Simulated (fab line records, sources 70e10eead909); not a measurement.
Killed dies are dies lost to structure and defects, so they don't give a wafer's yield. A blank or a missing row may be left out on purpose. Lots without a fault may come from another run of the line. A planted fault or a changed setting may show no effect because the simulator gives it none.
Chamber matching | flow nand_harc | NHARC_A_BLC_ALD_23 on ald_metal-02: 4 sister chambers
The step deposits TiN, target thk 3 nm, pulse time 1 s, ald cycles 150. 16 wafers are shown with their chamber, then 8 later ones without.

WAFERS WITH THEIR CHAMBER
wafer  | chamber | heater_power_w (W) | precursor_pulse_height_rel
L721.1 | 0       | 1113               | 0.949
L721.3 | 1       | 1039               | 0.988
L721.5 | 3       | 896                | 1.003
L722.1 | 1       | 1072               | 0.987
L722.4 | 2       | 1127               | 0.960
L722.6 | 2       | 1121               | 1.045
L725.2 | 2       | 1091               | 1.002
L725.3 | 1       | 1029               | 0.977
L725.6 | 0       | 1069               | 1.023
L731.2 | 1       | 1011               | 0.992
L731.3 | 0       | 1072               | 1.030
L731.5 | 1       | 1057               | 0.998
L736.2 | 2       | 1115               | 0.991
L736.5 | 0       | 1099               | 0.978
L736.6 | 3       | 892                | 1.009
L740.3 | 1       | 1007               | 1.002

SIGNATURES (means of the wafers above)
reading                    | chamber 0 | chamber 1 | chamber 2 | chamber 3 | scatter within a chamber
heater_power_w             | 1088.25   | 1035.83   | 1113.50   | 894.00    | 21.2
precursor_pulse_height_rel | 0.99500   | 0.99067   | 0.99950   | 1.00600   | 0.0267
Rule: a wafer's distance from a chamber is the root of the sum, over the readings, of the square of ((its reading less the chamber's mean) divided by the reading's scatter). The wafer belongs to the nearest chamber; if the next one is less than 2 further off, it can't be placed. The scatter: the root of (the sum of the squares of (reading less its chamber's mean) over the shown wafers, divided by (wafers less chambers)).

WAFERS WITHOUT THEIR CHAMBER
wafer  | heater_power_w (W) | precursor_pulse_height_rel
L740.4 | 879                | 0.965
L740.5 | 1111               | 0.993
L742.2 | 885                | 1.019
L742.3 | 1059               | 1.018
L742.5 | 1085               | 1.020
L741.1 | 1061               | 1.021
L741.4 | 894                | 0.965
L741.5 | 866                | 1.013

WHICH CHAMBER EACH WENT THROUGH
wafer  | from the rows above          | in truth
L740.4 | 3                            | 3
L740.5 | can't be placed: 2 or 0      | 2
L742.2 | 3                            | 3
L742.3 | can't be placed: 1 or 0 or 2 | 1
L742.5 | can't be placed: 0 or 2 or 1 | 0
L741.1 | can't be placed: 0 or 1 or 2 | 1
L741.4 | 3                            | 3
L741.5 | 3                            | 3
Placed correctly: 4 of 8. Can't be placed from these rows: 4 (the true chamber is among the candidates in 4). Placed wrongly: 0.
